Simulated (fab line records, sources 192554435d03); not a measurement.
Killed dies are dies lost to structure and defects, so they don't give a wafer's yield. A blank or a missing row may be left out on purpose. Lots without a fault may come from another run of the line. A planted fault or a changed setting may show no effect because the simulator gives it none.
Split-lot experiment | flow n5_finfet | 7 lots, 21 wafers read, on a route of 1938 steps

THE SPLIT
At N5_BEOL_M7_PECVD_70 (deposits SiO2 from TEOS/O2, target thk 20 nm, time 22.7 s), the setting temp_c was moved away from the recipe's 400 C on 8 of the 21 wafers read, by -2.7% to +3.0%. The other wafers ran this setting at the recipe's value.

The reading is taken at the split's own step.

THE READING
SiO2_of_BEOL_M7_PECVD_70.thk_nm (the simulator's own value, which no gauge read), in nm, at N5_BEOL_M7_PECVD_70 (deposits SiO2 from TEOS/O2, target thk 20 nm, time 22.7 s). The file gives no usual value for it. The 13 wafers here that ran the recipe average 20.0 nm, standard deviation 0.3 nm.

wafer  | tool, chamber at the split | temp_c as run, C | against the recipe | SiO2_of_BEOL_M7_PECVD_70.thk_nm, nm | against lot-mates on the recipe
L075.2 | pecvd-04, 0                | 389.4            | -2.7%              | 21                                  | +0.6
L075.4 | pecvd-04, 1                | 400              | recipe             | 20.4                                | -
L075.6 | pecvd-04, 0                | 389.4            | -2.7%              | 21.4                                | +1.0
L076.2 | pecvd-02, 2                | 394.6            | -1.3%              | 20                                  | no lot-mate on the recipe
L076.4 | pecvd-02, 2                | 394.6            | -1.3%              | 20.4                                | no lot-mate on the recipe
L076.6 | pecvd-02, 1                | 394.6            | -1.3%              | 20.6                                | no lot-mate on the recipe
L079.1 | pecvd-02, 1                | 400              | recipe             | 20                                  | -
L079.4 | pecvd-02, 1                | 400              | recipe             | 20.4                                | -
L079.6 | pecvd-02, 0                | 406              | +1.5%              | 19.2                                | -1.0
L083.2 | pecvd-03, 2                | 400              | recipe             | 20                                  | -
L083.4 | pecvd-03, 0                | 400              | recipe             | 20.2                                | -
L083.5 | pecvd-03, 2                | 400              | recipe             | 20.4                                | -
L087.1 | pecvd-02, 1                | 400              | recipe             | 20.2                                | -
L087.5 | pecvd-02, 0                | 400              | recipe             | 20.4                                | -
L087.6 | pecvd-02, 1                | 411.8            | +3.0%              | 19                                  | -1.3
L092.1 | pecvd-02, 0                | 400              | recipe             | 19.8                                | -
L092.6 | pecvd-02, 0                | 400              | recipe             | 19.8                                | -
L092.5 | pecvd-02, 2                | 411.8            | +3.0%              | 18.6                                | -1.2
L096.2 | pecvd-02, 2,0              | 400              | recipe             | 19.6                                | -
L096.3 | pecvd-02, 2,0              | 400              | recipe             | 19.6                                | -
L096.4 | pecvd-02, 0                | 400              | recipe             | 19.8                                | -
Where a row lists several chambers, the file gives one row for several wafers and doesn't say which wafer went through which chamber.

THE FIT
A straight line over all 21 wafers: SiO2_of_BEOL_M7_PECVD_70.thk_nm changes by -0.408 nm for each +1% of temp_c; r = -0.89; the points scatter about the line by 0.3 nm.
The same after taking each lot's own level away (the mean of its wafers on the recipe; 18 wafers): -0.385 nm for each +1%; r = -0.95; scatter 0.18 nm.
On that fit, the largest move of temp_c shifts the reading by 1.1 nm.
The lots' own levels span 19.67 to 20.40 nm, that is 2.5 times the standard deviation above.
So the lot-to-lot level changes the slope little: the two slopes agree.
Check: with one of the wafers moved furthest among these (+3.0%) left out of the fit, the line predicts -1.15 nm for it against its lot-mates. It came out at -1.3 nm against them.

OTHER SPLITS ON THESE WAFERS
These wafers also went through other splits before the reading. Each is held against what the fit with the lots' levels taken away leaves over:
other split on the same wafers | wafers away from the commonest value | r with SiO2_of_BEOL_M7_PECVD_70.thk_nm (lot level and that fit taken away)
N5_BEOL_M4_COAT_22 spin_rpm    | 10                                   | -0.04
N5_BEOL_M5_COAT_66 spin_rpm    | 2                                    | +0.38
N5_BEOL_M5_COAT_74 spin_rpm    | 11                                   | +0.06
N5_BEOL_M7_ILD_DEP_00 time_s   | 8                                    | +0.29

THE FILE'S OWN FIT
SiO2_of_BEOL_M7_PECVD_70.thk_nm changes by -0.412 nm for each +1% of temp_c, r = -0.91.
